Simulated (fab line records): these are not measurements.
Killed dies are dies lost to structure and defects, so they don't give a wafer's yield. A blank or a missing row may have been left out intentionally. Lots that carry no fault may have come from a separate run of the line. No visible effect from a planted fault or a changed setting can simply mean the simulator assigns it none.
Which tool was responsible? ; flow nand_harc ; 12 lots, 36 wafers sampled, at 4 steps of a route of 1302

WHAT EACH GAUGE READ, for each wafer
NHARC_A_SGD_CUT_CD_MEAS_09 targets a cd of 100 nm. Usual: cd_nm at 100.0 nm, with a standard deviation of 0.58.
lot;measured;on;cd_nm (nm);flag
L905;day 19 14:44;cd_sem-02;99.8 99.3 99.4;
L906;day 19 15:04;cd_sem-02;100.1 99.8 99.1;
L909;day 20 12:53;cd_sem-02;99.7 98.9 100.0;
L911;day 21 01:25;cd_sem-03;99.2 100.0 99.6;
L912;day 22 12:42;cd_sem-01;99.8 99.5 100.1;
L915;day 23 09:44;cd_sem-01;99.6 100.2 99.4;
L921;day 25 13:24;cd_sem-03;81.0 80.8 81.1;OFF
L920;day 25 13:33;cd_sem-02;101.2 100.8 100.4;
L923;day 27 07:37;cd_sem-01;85.4 85.6 86.1;OFF
L924;day 27 08:10;cd_sem-01;87.0 86.9 87.1;OFF
L926;day 28 02:03;cd_sem-03;86.7 86.2 85.9;OFF
L927;day 29 02:39;cd_sem-01;99.9 100.0 99.9;

EACH LOT AND THE TOOL THAT RAN IT (in order: tool; ch and the chambers of the sampled wafers; start)
lot;NHARC_A_STAIRCASE_DEP_322;NHARC_A_STAIRCASE_STRIP_475;NHARC_A_SGD_CUT_EXPOSE_06
L905;pecvd-03 ch 0,1, day 18 12:14;rie_diel-01 ch 0,1,3, day 19 13:14;arfi_scanner-02 ch 0, day 19 14:35
L906;pecvd-01 ch 0,2, day 18 12:19;rie_diel-10 ch 1,2,3, day 19 14:56 or earlier;arfi_scanner-01 ch 0, day 19 14:56
L909;pecvd-03 ch 0,2, day 19 11:28;rie_diel-10 ch 1,3, day 20 12:44 or earlier;arfi_scanner-01 ch 0, day 20 12:44
L911;pecvd-02 ch 0,1, day 20 01:18;rie_diel-10 ch 0,1,3, day 21 01:16 or earlier;arfi_scanner-03 ch 0, day 21 01:16
L912;pecvd-01 ch 1,2, day 21 07:38;rie_diel-08 ch 0,1,2, day 22 12:34 or earlier;arfi_scanner-03 ch 0, day 22 12:34
L915;pecvd-01 ch 0,1,2, day 22 10:23;rie_diel-01 ch 0,1,2, day 23 09:36 or earlier;arfi_scanner-03 ch 0, day 23 09:36
L921;pecvd-03 ch 0,1,2, day 24 12:59;rie_diel-10 ch 0,2,3, day 25 13:16 or earlier;arfi_scanner-01 ch 0, day 25 13:16
L920;pecvd-02 ch 0,1, day 24 13:14;rie_diel-01 ch 1,3, day 25 13:25 or earlier;arfi_scanner-02 ch 0, day 25 13:25
L923;pecvd-03 ch 0,2, day 26 04:57;rie_diel-10 ch 0,1, day 27 07:29 or earlier;arfi_scanner-01 ch 0, day 27 07:29
L924;pecvd-01 ch 0,2, day 26 05:00;rie_diel-08 ch 0,3, day 27 08:02 or earlier;arfi_scanner-01 ch 0, day 27 08:02
L926;pecvd-02 ch 0,1,2, day 27 00:08;rie_diel-01 ch 0,1,3, day 28 01:55 or earlier;arfi_scanner-01 ch 0, day 28 01:55
L927;pecvd-03 ch 0,1,2, day 28 01:19;rie_diel-08 ch 0,2,3, day 29 02:31 or earlier;arfi_scanner-03 ch 0, day 29 02:31
- NHARC_A_STAIRCASE_DEP_322: deposits SiO2, target thk 7200 nm.
- NHARC_A_STAIRCASE_STRIP_475: strips in O2, time 20 s.
- NHARC_A_SGD_CUT_EXPOSE_06: exposes mask SGD.

WHAT THE TOOLS THEMSELVES READ (means of the sampled wafers that have a number; where no wafer has one, the mark that the record gives instead)
NHARC_A_STAIRCASE_DEP_322. Usual: heater_power_w at 649 W, with a standard deviation of 72.
lot;tool;heater_power_w (W);flag
L905;pecvd-03;610;
L906;pecvd-01;716;
L909;pecvd-03;667;
L911;pecvd-02;659;
L912;pecvd-01;660;
L915;pecvd-01;653;
L921;pecvd-03;685;
L920;pecvd-02;685;
L923;pecvd-03;649;
L924;pecvd-01;674;
L926;pecvd-02;711;
L927;pecvd-03;709;

NHARC_A_STAIRCASE_STRIP_475. Usual: drypump_motor_current_A 5.74 A, standard deviation 0.28; oes_product_au 1.001 a.u., standard deviation 0.0091; rf_vpp_V 57.7 V, standard deviation 0.87; showerhead_plenum_p_Torr 3.52 Torr, standard deviation 0.16; throttle_valve_pct 17.036 %, standard deviation 0.01.
lot;tool;drypump_motor_current_A (A);oes_product_au (a.u.);rf_vpp_V (V);showerhead_plenum_p_Torr (Torr);throttle_valve_pct (%);flag
L905;rie_diel-01;5.75;0.988;58.0;3.44;17.038;
L906;rie_diel-10;5.59;1.005;57.9;3.62;17.040;
L909;rie_diel-10;5.89;1.005;58.0;3.62;17.037;
L911;rie_diel-10;5.82;1.012;57.0;3.60;17.042;
L912;rie_diel-08;5.71;1.009;57.4;3.45;17.041;
L915;rie_diel-01;5.88;0.995;57.2;3.41;17.036;
L921;rie_diel-10;5.67;1.001;57.9;3.49;17.030;
L920;rie_diel-01;5.79;0.999;57.6;3.39;17.044;
L923;rie_diel-10;5.78;0.992;57.7;3.56;17.026;
L924;rie_diel-08;5.80;1.004;58.3;3.66;17.033;
L926;rie_diel-01;5.75;1.000;57.7;3.40;17.045;
L927;rie_diel-08;5.87;1.005;57.7;3.50;17.032;

NHARC_A_SGD_CUT_EXPOSE_06. Usual: exposure_dose_mJ_cm2 at 86.5, with a standard deviation of 0.73.
lot;tool;exposure_dose_mJ_cm2;flag
L905;arfi_scanner-02;85.5;
L906;arfi_scanner-01;87.1;
L909;arfi_scanner-01;87.2;
L911;arfi_scanner-03;86.8;
L912;arfi_scanner-03;86.7;
L915;arfi_scanner-03;86.8;
L921;arfi_scanner-01;63.7;OFF
L920;arfi_scanner-02;85.4;
L923;arfi_scanner-01;68.5;OFF
L924;arfi_scanner-01;70.8;OFF
L926;arfi_scanner-01;70.9;OFF
L927;arfi_scanner-03;86.8;

THE ANSWER, worked out from the rows above alone
Rule: a lot counts as off when the mean over its wafers that have a number is more than 3 standard deviations away from the usual mean. Also off: a lot with no number at a reading for which 4 or more lots have one. Any other lot the step has rows for is counted as sound. The gauges are gone through in route order, then the tools' own readings, and for those a lot's mean is taken as printed above. At the first step where some lot is off, the reading lying furthest off is the one used; lots without a number count as furthest.
Off: L921, L923, L924, L926, at NHARC_A_SGD_CUT_CD_MEAS_09 (cd_nm).
A tool fits if, at a process step before that reading, it ran every lot that is off, and no sound lot after the first of them. Not tried: the gauges at NHARC_A_SGD_CUT_CD_MEAS_09; whatever is off there is also off at NHARC_A_SGD_CUT_EXPOSE_06, on other tools, and gauge error can't account for it. NHARC_A_STAIRCASE_STRIP_475: start missing for some lots; hours and lot order therefore follow NHARC_A_SGD_CUT_EXPOSE_06. One fits: NHARC_A_SGD_CUT_EXPOSE_06 on arfi_scanner-01. A fault onset in the window from L909 (day 20 12:44, its last sound lot) to L921 (day 25 13:16, its first lot off) fits.
On the lots that are off, the tool's own readings at NHARC_A_SGD_CUT_EXPOSE_06 differ by more than 5 times the standard deviation of the sound lots' means, which bears it out; exposure_dose_mJ_cm2 reads 68.5 there versus 86.5 on the sound lots.

WHAT THE SIMULATOR HAD PUT IN
Process parameter drift: arfi_scanner-01, from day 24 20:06 on, at NHARC_A_SGD_CUT_EXPOSE_06. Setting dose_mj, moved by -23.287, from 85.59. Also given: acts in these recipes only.
Struck lots among those shown: L921, L923, L924, L926. The rule above found the same.
